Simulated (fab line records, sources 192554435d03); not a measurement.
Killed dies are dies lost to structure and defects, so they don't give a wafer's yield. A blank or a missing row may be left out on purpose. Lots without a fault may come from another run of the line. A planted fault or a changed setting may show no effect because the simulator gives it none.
Which tool did it? | flow n5_finfet | 10 lots, 29 wafers sampled, at 4 steps of a route of 1938

WHAT THE GAUGES READ, wafer by wafer
N5_HKMG_FIN_INSPECT_14: inspects for defects (macro). Usual: raw_defect_count 2.0, standard deviation 1.4.
lot  | measured    | on                | raw_defect_count | flag
L540 | day 4 10:26 | defect_inspect-01 | 3 4              |
L541 | day 4 14:20 | defect_inspect-02 | 3 1 1            |
L543 | day 4 22:10 | defect_inspect-01 | 1 2 4            |
L545 | day 5 11:46 | defect_inspect-01 | 3 2 2            |
L548 | day 6 03:55 | defect_inspect-02 | 4 0 4            |
L551 | day 6 23:29 | defect_inspect-02 | >300 >300 >300   | OFF
L555 | day 8 00:14 | defect_inspect-02 | >300 >300 >300   | OFF
L560 | day 9 03:54 | defect_inspect-01 | 2 3 4            |
L562 | day 9 16:14 | defect_inspect-01 | 1 2 3            |
L563 | day 9 22:33 | defect_inspect-02 | 3 1 1            |

WHICH TOOL RAN EACH LOT (tool, then ch and the chambers of the sampled wafers, then the start)
lot  | N5_HKMG_FIN_ETCH_55               | N5_HKMG_FIN_ETCH_58               | N5_HKMG_FIN_PWFM_ALD_03
L540 | rie_diel-05 ch 2, day 4 06:59     | rie_diel-05 ch 2, day 4 07:13     | ald_metal-03 ch 0,2, day 4 09:32
L541 | rie_diel-02 ch 0,2,3, day 4 11:07 | rie_diel-02 ch 0,2,3, day 4 11:27 | ald_metal-01 ch 1,2,3, day 4 13:34
L543 | rie_diel-05 ch 0,1,2, day 4 18:50 | rie_diel-05 ch 0,1,2, day 4 19:02 | ald_metal-03 ch 0,1,2, day 4 21:16
L545 | rie_diel-05 ch 0,1, day 5 08:26   | rie_diel-05 ch 0,1, day 5 08:47   | ald_metal-03 ch 0,3, day 5 10:59
L548 | rie_diel-05 ch 0,3, day 6 00:40   | rie_diel-05 ch 0,3, day 6 00:53   | ald_metal-03 ch 0,1, day 6 03:01
L551 | rie_diel-05 ch 0,2,3, day 6 20:12 | rie_diel-05 ch 0,2,3, day 6 20:25 | ald_metal-03 ch 0,1,3, day 6 22:36
L555 | rie_diel-05 ch 0,2, day 7 20:53   | rie_diel-05 ch 0,2, day 7 21:06   | ald_metal-03 ch 2,3, day 7 23:20
L560 | rie_diel-02 ch 0,1,2, day 9 00:23 | rie_diel-02 ch 0,1,2, day 9 00:35 | ald_metal-03 ch 0,1, day 9 03:08
L562 | rie_diel-02 ch 0,2,3, day 9 12:49 | rie_diel-02 ch 0,2,3, day 9 13:01 | ald_metal-03 ch 0,2, day 9 15:20
L563 | rie_diel-02 ch 0,2,3, day 9 18:39 | rie_diel-02 ch 0,2,3, day 9 18:52 | ald_metal-01 ch 0,1, day 9 21:40
- N5_HKMG_FIN_ETCH_55: etches SOC in N2/H2, target depth 240 nm, time 300 s.
- N5_HKMG_FIN_ETCH_58: etches SOC in N2/H2, target depth 215.8 nm, time 741 s.
- N5_HKMG_FIN_PWFM_ALD_03: deposits TiN, target thk 2 nm, pulse time 1 s, purge time 3 s.

WHAT THE TOOLS THEMSELVES READ (means of the sampled wafers that have a number; where no wafer has one, the mark that the record gives instead)
N5_HKMG_FIN_ETCH_55. Usual: drypump_motor_current_A 5.9 A, standard deviation 0.59; oes_product_au 0.82 a.u., standard deviation 0.086; rf_fwd_power_W 837.8 W, standard deviation 2.9; rf_vpp_V 522.6 V, standard deviation 1.7; showerhead_plenum_p_Torr 2.50 Torr, standard deviation 0.052; throttle_valve_pct 17.7 %, standard deviation 0.34.
lot  | tool        | drypump_motor_current_A (A) | oes_product_au (a.u.) | rf_fwd_power_W (W) | rf_vpp_V (V) | showerhead_plenum_p_Torr (Torr) | throttle_valve_pct (%) | flag
L540 | rie_diel-05 | 6.6                         | 0.74                  | 838.6              | 523.9        | 2.54                            | 18.0                   |
L541 | rie_diel-02 | 5.8                         | 0.84                  | 838.1              | 522.7        | 2.51                            | 17.9                   |
L543 | rie_diel-05 | 6.3                         | 0.83                  | 840.4              | 523.7        | 2.50                            | 17.7                   |
L545 | rie_diel-05 | 6.2                         | 0.90                  | 836.8              | 521.9        | 2.48                            | 17.6                   |
L548 | rie_diel-05 | 5.6                         | 0.80                  | 837.0              | 521.3        | 2.47                            | 17.5                   |
L551 | rie_diel-05 | 5.8                         | 0.78                  | 837.4              | 522.4        | 2.49                            | 17.6                   |
L555 | rie_diel-05 | 6.2                         | 0.76                  | 836.7              | 521.9        | 2.48                            | 17.8                   |
L560 | rie_diel-02 | 5.6                         | 0.85                  | 836.1              | 522.4        | 2.48                            | 17.7                   |
L562 | rie_diel-02 | 5.8                         | 0.79                  | 837.6              | 522.4        | 2.49                            | 18.0                   |
L563 | rie_diel-02 | 5.8                         | 0.78                  | 836.4              | 522.5        | 2.49                            | 18.0                   |

N5_HKMG_FIN_ETCH_58. Usual: drypump_motor_current_A 5.8 A, standard deviation 0.59; oes_product_au 0.82 a.u., standard deviation 0.086; rf_fwd_power_W 874.2 W, standard deviation 2.7; rf_vpp_V 98.8 V, standard deviation 0.9; showerhead_plenum_p_Torr 2.50 Torr, standard deviation 0.052; throttle_valve_pct 17.7 %, standard deviation 0.34.
lot  | tool        | drypump_motor_current_A (A) | oes_product_au (a.u.) | rf_fwd_power_W (W) | rf_vpp_V (V) | showerhead_plenum_p_Torr (Torr) | throttle_valve_pct (%) | flag
L540 | rie_diel-05 | 6.6                         | 0.73                  | 874.5              | 99.1         | 2.54                            | 17.9                   |
L541 | rie_diel-02 | 5.7                         | 0.85                  | 875.4              | 98.4         | 2.51                            | 17.8                   |
L543 | rie_diel-05 | 6.3                         | 0.83                  | 873.9              | 99.2         | 2.50                            | 17.7                   |
L545 | rie_diel-05 | 6.3                         | 0.89                  | 873.9              | 98.0         | 2.48                            | 17.5                   |
L548 | rie_diel-05 | 5.6                         | 0.81                  | 873.9              | 98.7         | 2.47                            | 17.5                   |
L551 | rie_diel-05 | 5.8                         | 0.79                  | 876.8              | 99.0         | 2.49                            | 17.6                   |
L555 | rie_diel-05 | 6.2                         | 0.75                  | 874.8              | 98.6         | 2.48                            | 17.8                   |
L560 | rie_diel-02 | 5.6                         | 0.84                  | 871.3              | 98.8         | 2.48                            | 17.6                   |
L562 | rie_diel-02 | 5.7                         | 0.78                  | 873.5              | 98.5         | 2.49                            | 17.9                   |
L563 | rie_diel-02 | 5.8                         | 0.78                  | 872.5              | 98.2         | 2.49                            | 17.9                   |

N5_HKMG_FIN_PWFM_ALD_03. Usual: chamber_pressure_Torr 2.999 Torr, standard deviation 0.006; heater_power_w 870 W, standard deviation 62; precursor_pulse_height_rel 1.004, standard deviation 0.021.
lot  | tool         | chamber_pressure_Torr (Torr) | heater_power_w (W) | precursor_pulse_height_rel | flag
L540 | ald_metal-03 | 3.002                        | 902                | 1.016                      |
L541 | ald_metal-01 | 3.000                        | 937                | 0.994                      |
L543 | ald_metal-03 | 2.997                        | 884                | 0.994                      |
L545 | ald_metal-03 | 2.999                        | 900                | 1.021                      |
L548 | ald_metal-03 | 2.999                        | 905                | 1.007                      |
L551 | ald_metal-03 | 2.996                        | 864                | 0.996                      |
L555 | ald_metal-03 | 3.003                        | 859                | 0.995                      |
L560 | ald_metal-03 | 3.003                        | 908                | 1.038                      |
L562 | ald_metal-03 | 3.000                        | 908                | 1.002                      |
L563 | ald_metal-01 | 2.999                        | 814                | 1.001                      |

THE ANSWER, worked out from the rows above alone
Rule: a lot is off if the mean of its wafers that have a number lies more than 3 standard deviations from the usual mean. A lot without any number at a reading at which 4 lots or more have one is off too. The other lots that the step has rows for count as sound. The gauges are gone through in route order, then the tools' own readings, and for those a lot's mean is taken as printed above. The first step at which some lot is off is used, and at that step the reading that is off furthest; a lot without a number counts as furthest.
Off: L551, L555, at N5_HKMG_FIN_INSPECT_14 (raw_defect_count). Without a number there: L551, L555.
A tool fits if, at a process step before that reading, it ran every lot that is off, and no sound lot after the first of them. The gauges at N5_HKMG_FIN_INSPECT_14 are tried like those tools. One fits: rie_diel-05 at N5_HKMG_FIN_ETCH_55 and N5_HKMG_FIN_ETCH_58. At N5_HKMG_FIN_ETCH_55 its last sound lot is L548 (day 6 00:40), its first lot that is off L551 (day 6 20:12): a fault that began between those two fits.

WHAT THE SIMULATOR HAD PUT IN
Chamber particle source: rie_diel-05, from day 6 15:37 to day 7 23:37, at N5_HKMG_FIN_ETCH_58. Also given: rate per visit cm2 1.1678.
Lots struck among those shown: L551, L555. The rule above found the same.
